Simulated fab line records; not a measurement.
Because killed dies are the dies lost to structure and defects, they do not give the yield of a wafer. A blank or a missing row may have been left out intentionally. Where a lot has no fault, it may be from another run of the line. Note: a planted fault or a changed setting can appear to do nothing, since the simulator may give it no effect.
Matching of chambers | flow n5-finfet | N5_BEOL_M1_ETCH_63 on rie-diel-06 has 4 sister chambers
The step etches SiARC in CF4, target depth 15.6 nm, time 26 s. 27 wafers are shown with their chamber, then 12 later ones without.

## EACH WAFER AND ITS CHAMBER
wafer  | chamber | drypump-motor-current-A (A) | showerhead-plenum-p-Torr (Torr) | throttle-valve-pct (%)
L075.1 | 1       | 5.4                         | 2.11                            | 15.57
L075.2 | 0       | 5.9                         | 2.11                            | 15.72
L075.3 | 2       | 5.2                         | 2.23                            | 15.87
L075.4 | 3       | 5.5                         | 2.18                            | 15.28
L075.5 | 3       | 5.5                         | 2.18                            | 15.27
L075.6 | 2       | 5.2                         | 2.23                            | 15.87
L082.1 | 1       | 5.5                         | 2.11                            | 15.60
L082.2 | 0       | 5.9                         | 2.10                            | 15.76
L082.3 | 2       | 5.2                         | 2.22                            | 15.87
L083.2 | 2       | 5.1                         | 2.22                            | 15.90
L083.3 | 1       | 5.5                         | 2.11                            | 15.60
L083.5 | 3       | 5.5                         | 2.17                            | 15.31
L086.1 | 1       | 5.4                         | 2.10                            | 15.60
L086.4 | 2       | 5.2                         | 2.22                            | 15.92
L086.5 | 1       | 5.4                         | 2.10                            | 15.62
L088.3 | 3       | 5.5                         | 2.17                            | 15.34
L088.4 | 0       | 5.9                         | 2.10                            | 15.31
L088.6 | 3       | 5.5                         | 2.17                            | 15.34
L089.1 | 3       | 5.5                         | 2.17                            | 15.35
L089.2 | 2       | 5.2                         | 2.22                            | 15.93
L089.3 | 0       | 5.9                         | 2.10                            | 15.29
L089.4 | 3       | 5.5                         | 2.17                            | 15.33
L089.5 | 0       | 5.9                         | 2.10                            | 15.28
L089.6 | 2       | 5.2                         | 2.22                            | 15.93
L090.2 | 3       | 5.5                         | 2.17                            | 15.34
L090.4 | 3       | 5.5                         | 2.17                            | 15.35
L090.6 | 0       | 5.9                         | 2.10                            | 15.32

SIGNATURES (averages over the wafers above)
reading                  | chamber 0 | chamber 1 | chamber 2 | chamber 3 | scatter within a chamber
drypump-motor-current-A  | 5.900     | 5.440     | 5.186     | 5.500     | 0.0299
showerhead-plenum-p-Torr | 2.1017    | 2.1060    | 2.2229    | 2.1722    | 0.00467
throttle-valve-pct       | 15.4467   | 15.5980   | 15.8986   | 15.3233   | 0.109
Rule: a wafer's distance from a chamber is the root of the sum, over the readings, of the square of ((its reading less the chamber's mean) divided by the reading's scatter). If the next closest chamber is less than 2 further off than the closest, the wafer can't be placed; otherwise it belongs to the closest. The scatter is the square root of a quotient: the sum, over the shown wafers, of each reading's squared deviation from its chamber's mean, divided by wafers minus chambers.

## WAFERS WITH NO CHAMBER GIVEN
wafer  | drypump-motor-current-A (A) | showerhead-plenum-p-Torr (Torr) | throttle-valve-pct (%)
L093.1 | 5.9                         | 2.10                            | 15.32
L093.2 | 5.2                         | 2.22                            | 15.93
L093.5 | 5.9                         | 2.10                            | 15.31
L092.1 | 5.5                         | 2.17                            | 15.36
L092.2 | 5.2                         | 2.22                            | 15.92
L092.3 | 5.9                         | 2.10                            | 15.32
L092.4 | 5.5                         | 2.10                            | 15.13
L092.5 | 5.5                         | 2.17                            | 15.33
L092.6 | 5.9                         | 2.10                            | 15.31
L097.2 | 6.0                         | 2.10                            | 15.34
L097.4 | 5.2                         | 2.21                            | 15.95
L097.6 | 6.0                         | 2.10                            | 15.32

## CHAMBER TAKEN BY EACH
wafer  | from the rows above | in truth
L093.1 | 0                   | 0
L093.2 | 2                   | 2
L093.5 | 0                   | 0
L092.1 | 3                   | 3
L092.2 | 2                   | 2
L092.3 | 0                   | 0
L092.4 | 1                   | 1
L092.5 | 3                   | 3
L092.6 | 0                   | 0
L097.2 | 0                   | 0
L097.4 | 2                   | 2
L097.6 | 0                   | 0
Correct placement for 12 of the 12. Number that these rows cannot place: 0. 0 placed wrongly.
